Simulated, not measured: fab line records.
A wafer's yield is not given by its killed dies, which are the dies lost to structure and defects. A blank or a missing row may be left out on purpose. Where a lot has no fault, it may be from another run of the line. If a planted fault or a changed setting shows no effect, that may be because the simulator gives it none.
Chamber matching ; flow nand_harc ; NHARC_P_GATE_DESCUM_48 on rie_diel-10: 4 sister chambers
The step chemistry O2, time 3 s. 14 wafers are shown with their chamber, then 7 later ones without.

== EACH WAFER AND ITS CHAMBER ==
wafer;chamber;showerhead_plenum_p_Torr (Torr);drypump_motor_current_A (A);oes_product_au (a.u.)
L672.1;0;1.88;5.9;1.018
L672.4;1;1.78;6.5;1.006
L672.5;0;1.88;5.9;1.024
L678.2;0;1.88;5.9;1.031
L678.3;3;1.79;6.1;1.003
L678.4;1;1.78;6.5;1.011
L684.2;3;1.79;6.0;0.989
L684.5;0;1.88;5.9;1.004
L684.6;1;1.78;6.5;0.990
L685.1;0;1.88;6.0;1.011
L685.4;2;1.78;5.9;1.008
L685.5;2;1.78;5.9;1.018
L686.1;0;1.88;5.9;0.993
L686.3;3;1.78;6.1;1.005

SIGNATURES (averages over the wafers above)
reading;chamber 0;chamber 1;chamber 2;chamber 3;scatter within a chamber
showerhead_plenum_p_Torr;1.8800;1.7800;1.7800;1.7867;0.00258
drypump_motor_current_A;5.917;6.500;5.900;6.067;0.0387
oes_product_au;1.01350;1.00233;1.01300;0.99900;0.0118
Rule: for each reading, subtract the chamber's mean from the wafer's reading, divide by that reading's scatter and square the result; add these up over the readings and take the root, which gives the wafer's distance from the chamber. The wafer belongs to the nearest chamber; if the next one is less than 2 further off, it can't be placed. The scatter: the root of (the sum of the squares of (reading less its chamber's mean) over the shown wafers, divided by (wafers less chambers)).

== WAFERS WHOSE CHAMBER IS MISSING ==
wafer;showerhead_plenum_p_Torr (Torr);drypump_motor_current_A (A);oes_product_au (a.u.)
L686.4;1.78;6.5;0.978
L687.2;1.78;5.9;1.010
L687.3;1.78;6.5;0.982
L687.4;1.78;6.5;0.995
L689.1;1.78;6.0;1.018
L689.4;1.88;5.9;1.019
L689.6;1.79;6.0;1.005

== WHICH CHAMBER EACH WENT THROUGH ==
wafer;from the rows above;in truth
L686.4;1;1
L687.2;2;2
L687.3;1;1
L687.4;1;1
L689.1;can't be placed: 2 or 3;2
L689.4;0;0
L689.6;3;3
Correct placement for 6 of the 7. Can't be placed from these rows: 1 (the true chamber is among the candidates in 1). Wrongly placed: 0.
